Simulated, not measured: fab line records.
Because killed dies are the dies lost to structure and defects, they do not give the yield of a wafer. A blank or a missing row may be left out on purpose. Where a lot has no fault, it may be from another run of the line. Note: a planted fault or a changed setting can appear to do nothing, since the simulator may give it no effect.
Chamber matching -- flow n5_finfet -- rie_diel-06 running N5_BEOL_M1_ETCH_74: 4 sister chambers
The step etches underlayer in N2/H2, target depth 6.5 nm, time 5.2 s. 8 wafers are shown with their chamber, then 10 later ones without.

WAFERS, EACH WITH ITS CHAMBER
wafer,chamber,throttle_valve_pct (%),etch_rf_on_time_s (s)
L074.5,3,18.29,5.24
L081.2,2,17.59,5.42
L081.3,1,18.07,5.19
L087.1,2,17.64,5.43
L087.3,3,18.30,5.30
L087.6,0,17.41,5.04
L089.2,0,17.39,4.97
L089.3,1,17.68,5.16

WAFERS WITHOUT THEIR CHAMBER
wafer,throttle_valve_pct (%),etch_rf_on_time_s (s)
L089.4,18.33,5.24
L094.1,17.42,4.99
L094.2,17.73,5.19
L094.5,17.39,5.00
L095.2,18.33,5.32
L095.3,17.71,5.20
L095.4,17.39,5.00
L097.2,17.73,5.22
L097.4,18.30,5.30
L097.5,17.65,5.48

EACH ONE'S CHAMBER
wafer,from the rows above,in truth
L089.4,3,3
L094.1,0,0
L094.2,1,1
L094.5,0,0
L095.2,3,3
L095.3,1,1
L095.4,0,0
L097.2,1,1
L097.4,3,3
L097.5,2,2
Correct placement for 10 of the 10. Number that these rows cannot place: 0. Number placed wrongly: 0.
How it was worked out, from the rows above alone: a wafer's distance from a chamber is the root of the sum, over the readings, of the square of ((its reading less the chamber's mean) divided by the reading's scatter). If the next closest chamber is less than 2 further off than the closest, the wafer can't be placed; otherwise it belongs to the closest. Each chamber's mean is taken over the wafers shown for it. The scatter is the square root of a quotient: the sum, over the shown wafers, of each reading's squared deviation from its chamber's mean, divided by wafers minus chambers.
